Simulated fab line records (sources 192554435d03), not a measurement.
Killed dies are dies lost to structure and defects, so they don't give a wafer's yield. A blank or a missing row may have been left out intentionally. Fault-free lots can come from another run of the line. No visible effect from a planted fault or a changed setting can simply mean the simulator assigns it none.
A lot that was struck, set against a sound lot / flow n5_finfet / 17 out of 1938 route steps
Sound: the wafers L582.4, L582.5, L582.6. Struck: wafer L590.1; the same lot's L590.5 was not struck, so it is left out; see the end for the cause.
Each step with rows lists, per side, the tool, then ch with its chambers, then its first start. Under that, the readings that differ: sound wafers / struck wafers / difference of the means / sigmas: that difference in standard deviations of wafers without a fault.
alike: words and numbers the same on both sides, and readings whose means are apart by under 2 such deviations; not compared: readings that were withheld, readings missing a value for some wafer, numbers with overlapping values and no deviation given by the record, and bounds like >300 which may hide the same value.
A row with sigmas, a row that says differs or no value, or rows on one side alone: a step with any of these is where the two part. When numbers do not overlap yet have no deviation, they are printed without sigmas and do not part them. A reading missing from all wafers of one side parts the sides only when that side holds two or more wafers.

N5_FIN_CUT_OVL_MEAS_09:
  sound on overlay-02 ch 0, day 5 08:24; struck on overlay-02 ch 0, day 7 08:34
  alike: FIN_CUT_OVL
N5_FIN_CUT_INSPECT_10: inspects for defects (brightfield).
  sound: defect_inspect-02 at day 5 08:26; struck: defect_inspect-02 at day 7 08:38
  alike: raw_defect_count
N5_FIN_CUT_DESCUM_13: chemistry O2, time 7 s.
  sound on rie_diel-03 ch 0,1,3, day 5 08:28; struck on rie_diel-01 ch 1, day 7 08:40
reading=oes_product_au (a.u.); sound=0.75 0.68 0.80; struck=0.93; difference=+0.19; sigmas=+2
  alike: drypump_motor_current_A, rf_vpp_V, showerhead_plenum_p_Torr, throttle_valve_pct
  not compared: rf_hours_counter_h
then, 1 step without rows for these wafers: N5_FIN_CUT_ETCH_30 (etches underlayer in N2/H2, target depth 13 nm, time 10.4 s).
N5_FIN_CUT_ETCH_20: etches SiARC in CF4, target depth 26 nm, time 43.3 s.
  sound on rie_diel-03 ch 0,1,3, day 5 08:32; struck on rie_diel-01 ch 1, day 7 08:43
reading=etch_rf_on_time_s (s); sound=43.5 42.9 43.2; struck=41.0; difference=-2.2; sigmas=-2
reading=oes_product_au (a.u.); sound=0.63 0.58 0.69; struck=0.81; difference=+0.18; sigmas=+2
reading=throttle_valve_pct (%); sound=16.01 15.69 15.31; struck=15.03; difference=-0.64; sigmas=-2
  alike: drypump_motor_current_A, rf_vpp_V, showerhead_plenum_p_Torr
  not compared: rf_hours_counter_h
then, 3 steps without rows for these wafers: N5_FIN_CUT_ETCH_21 (etches SOC in N2/H2, target depth 219 nm, overetch 43.8 nm, time 523.5 s); N5_FIN_CUT_STRIP_23 (strips in N2/H2); N5_FIN_CUT_STRIP_31 (strips in N2/H2).
N5_FIN_CUT_STRIP_24: strips in CF4.
  sound on rie_diel-03 ch 0,1,3, day 5 08:53; struck on rie_diel-01 ch 1, day 7 09:05
reading=oes_product_au (a.u.); sound=0.74 0.68 0.79; struck=0.91; difference=+0.17; sigmas=+2
reading=throttle_valve_pct (%); sound=13.98 13.68 13.28; struck=13.03; difference=-0.62; sigmas=-2
  alike: drypump_motor_current_A, power_w, rf_vpp_V, showerhead_plenum_p_Torr
  not compared: rf_hours_counter_h
N5_FIN_CUT_CUT_ETCH_26: etches SiNx in CH3F/O2, target depth 39 nm, time 55.7 s.
  sound on rie_diel-03 ch 0,1,3, day 5 08:55; struck on rie_diel-01 ch 1, day 7 09:06
reading=oes_product_au (a.u.); sound=0.75 0.69 0.81; struck=0.93; difference=+0.18; sigmas=+2
reading=throttle_valve_pct (%); sound=16.73 16.49 16.06; struck=15.74; difference=-0.69; sigmas=-2
  alike: drypump_motor_current_A, rf_vpp_V, showerhead_plenum_p_Torr
  not compared: rf_hours_counter_h
then, 2 steps without rows for these wafers: N5_FIN_CUT_CUT_ETCH_27 (etches SiO2 in CHF3/O2, target depth 4 nm, overetch 2 nm, time 4.9 s); N5_FIN_CUT_PRECLEAN_35 (cleans in vHF, time 13.3 s).
N5_FIN_CUT_CUT_ETCH_15: etches Si in HBr/Cl2/O2, target depth 100 nm, bt time 10 s, time 42.4 s.
  sound on rie_si-06 ch 1,2, day 5 09:06; struck on rie_si-06 ch 1, day 7 09:18
reading=model.FIN_CUT.feature_depth_nm (nm); sound=101.2 100.2 101.2; struck=84.8; difference=-16.1; sigmas=
reading=model.etch.depth_nm (nm); sound=101.2 100.2 101.2; struck=84.9; difference=-16.0; sigmas=
reading=model.SOC_of_FIN_CUT_COAT_18.thk_nm (nm); sound=169.6 170 169.8; struck=175.8; difference=+6.0; sigmas=
  alike: drypump_motor_current_A, oes_product_au, throttle_valve_pct
  not compared: rf_hours_counter_h
N5_FIN_CUT_CUT_ETCH_28: etches Si in HBr/Cl2/O2, target depth 6 nm, time 2.4 s.
  sound on rie_si-06 ch 1,2, day 5 09:10; struck on rie_si-06 ch 1, day 7 09:21
reading=model.SOC_of_FIN_CUT_COAT_18.thk_nm (nm); sound=167.8 168.4 168; struck=174; difference=+6; sigmas=
  alike: drypump_motor_current_A, oes_product_au, throttle_valve_pct
  not compared: rf_hours_counter_h
N5_FIN_CUT_STRIP_22: strips in N2/H2.
  sound on rie_diel-01 ch 0,2,3, day 5 09:23; struck on rie_diel-01 ch 2, day 7 09:25
reading=rf_hours_counter_h (h); sound=- - -; struck=30; difference=no value on the sound wafers; sigmas=
  alike: drypump_motor_current_A, h2_flow_sccm, oes_product_au, power_w, rf_vpp_V, showerhead_plenum_p_Torr, throttle_valve_pct
-- a jump in the record: the struck wafers' starts before and after are 7 days apart (it breaks off in module FIN_CUT and resumes in module BEOL_M4, where the first step shown is number 1111 of the route) --
N5_BEOL_M4_RC_MEAS_101:
  sound on prober-02 ch 0, day 11 15:26; struck on prober-02 ch 0, day 14 21:08
  alike: DIBL_N, DIBL_P, IOFF_N, IOFF_P, ION_N, ION_P, SS_N, SS_P, VT_N, VT_P
N5_PASSIVATION_PROBE_49:
  the record holds rows for the sound wafers here (prober-02, day 15 22:31) but none for the struck ones

== WHERE THEY PART ==
Earliest at N5_FIN_CUT_DESCUM_13; latest, in this record, at N5_PASSIVATION_PROBE_49.

WHY: whatever the simulator had introduced
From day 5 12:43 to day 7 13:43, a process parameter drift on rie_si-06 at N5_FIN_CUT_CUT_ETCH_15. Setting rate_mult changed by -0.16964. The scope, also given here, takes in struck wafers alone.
